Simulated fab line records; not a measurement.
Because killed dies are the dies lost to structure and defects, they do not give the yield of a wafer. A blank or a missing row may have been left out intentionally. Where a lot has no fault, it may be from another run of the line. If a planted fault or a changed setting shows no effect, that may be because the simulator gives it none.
A struck lot beside a sound one -- flow nand_harc -- 14 out of 1302 route steps
Sound: the wafers L239.2, L239.4, L239.5. Struck: wafer L243.1. Last of all comes the cause.
Order at every step that has rows: each side's tool, ch and its chambers, its first start. Under that, the readings that differ: sound wafers -- struck wafers -- difference of the means -- sigmas: that difference in standard deviations of wafers without a fault.
alike: a reading whose means differ by less than 2 such deviations, as well as words and numbers matching on both sides. not compared: withheld readings; readings where some wafer has no value; bounds like >300 that might hide an equal value; numbers whose values overlap and for which the record gives no deviation.
A row with sigmas, a row that says differs or no value, or rows on one side alone: a step with any of these is where the two part. Numbers that have no deviation but don't overlap get no sigmas and don't part them. A reading missing from all wafers of one side parts the sides only when that side holds two or more wafers.

first, 1 step without rows for these wafers: NHARC_A_CHANNEL_HOLE_D1_STRIP_43 (strips in O2/COS).
NHARC_A_CHANNEL_HOLE_D1_ETCH_44: etches the open film in CF4/O2, target depth 140 nm, overetch 14 nm, time 77 s.
  sound on rie_diel-12 ch 2,3, day 12 01:11; struck on rie_diel-12 ch 0, day 14 07:47
reading,sound,struck,difference,sigmas
throttle_valve_pct (%),13.401 13.412 13.393,13.373,-0.029,-3
  alike: drypump_motor_current_A, oes_product_au, rf_fwd_power_W, rf_vpp_V, showerhead_plenum_p_Torr
  not compared: rf_hours_counter_h
NHARC_A_CHANNEL_HOLE_D1_STRIP_27: strips in O2.
  sound: rie_diel-12 ch 0,1,3; struck: rie_diel-12 ch 2
  alike: drypump_motor_current_A, oes_product_au, rf_vpp_V, showerhead_plenum_p_Torr, throttle_valve_pct
  not compared: rf_hours_counter_h
then, 2 steps without rows for these wafers: NHARC_A_CHANNEL_HOLE_D1_PRECLEAN_28 (cleans in SC1); NHARC_A_CHANNEL_HOLE_D1_SRD_29.
NHARC_A_CHANNEL_HOLE_D1_CD_MEAS_30:
  sound: cd_sem-03 at day 12 01:59; struck: cd_sem-02 at day 14 08:34
  alike: cd_nm
NHARC_A_CHANNEL_HOLE_D1_XSEM_31:
  sound on xsem-02 ch 0, day 12 02:05; struck on xsem-01 ch 0, day 14 08:39
  alike: bot_cd_nm, bow_nm, tilt_deg
NHARC_A_CHANNEL_HOLE_D1_INSPECT_40:
  sound: defect_inspect-01 at day 12 02:11; struck: defect_inspect-02 at day 14 08:45
reading,sound,struck,difference,sigmas
raw_defect_count,112 113 114,50,-63,-2
then, 3 steps without rows for these wafers: NHARC_A_CHANNEL_FILL_D1_PRECLEAN_00 (cleans in SC1); NHARC_A_CHANNEL_FILL_D1_SRD_01; NHARC_A_CHANNEL_FILL_D1_ALD_02 (deposits SiO2, target thk 6 nm, pulse time 10 s, ald cycles 60).
NHARC_A_CHANNEL_FILL_D1_ALD_03: deposits SiNx, target thk 6 nm, pulse time 60 s, ald cycles 58.
  sound: ald_sin_batch-03 ch 0; struck: ald_sin_batch-01 ch 0
  alike: chamber_pressure_Torr, precursor_pulse_height_rel
  not compared: ald_cycles
NHARC_A_CHANNEL_FILL_D1_ALD_14: deposits SiO2, target thk 2.5 nm, pulse time 10 s, ald cycles 25.
  sound on ald_hk-01 ch 0,1,2, day 12 09:24; struck on ald_hk-01 ch 3, day 14 16:01
reading,sound,struck,difference,sigmas
ald_cycles,25 25 25,9,-16,
  alike: heater_power_w, precursor_pulse_height_rel
NHARC_A_CHANNEL_FILL_D1_ALD_15: deposits SiNx, target thk 2 nm, pulse time 60 s, ald cycles 19.
  sound: ald_sin_batch-01 ch 0; struck: ald_sin_batch-02 ch 0
  alike: chamber_pressure_Torr, precursor_pulse_height_rel
  not compared: ald_cycles

== WHERE THEY PART ==
At NHARC_A_CHANNEL_HOLE_D1_ETCH_44 first; at NHARC_A_CHANNEL_HOLE_D1_INSPECT_40 last (within this record only). Later steps at which nothing parts them and some readings are alike: NHARC_A_CHANNEL_FILL_D1_ALD_03, NHARC_A_CHANNEL_FILL_D1_ALD_14, NHARC_A_CHANNEL_FILL_D1_ALD_15.

WHY: whatever the simulator had introduced
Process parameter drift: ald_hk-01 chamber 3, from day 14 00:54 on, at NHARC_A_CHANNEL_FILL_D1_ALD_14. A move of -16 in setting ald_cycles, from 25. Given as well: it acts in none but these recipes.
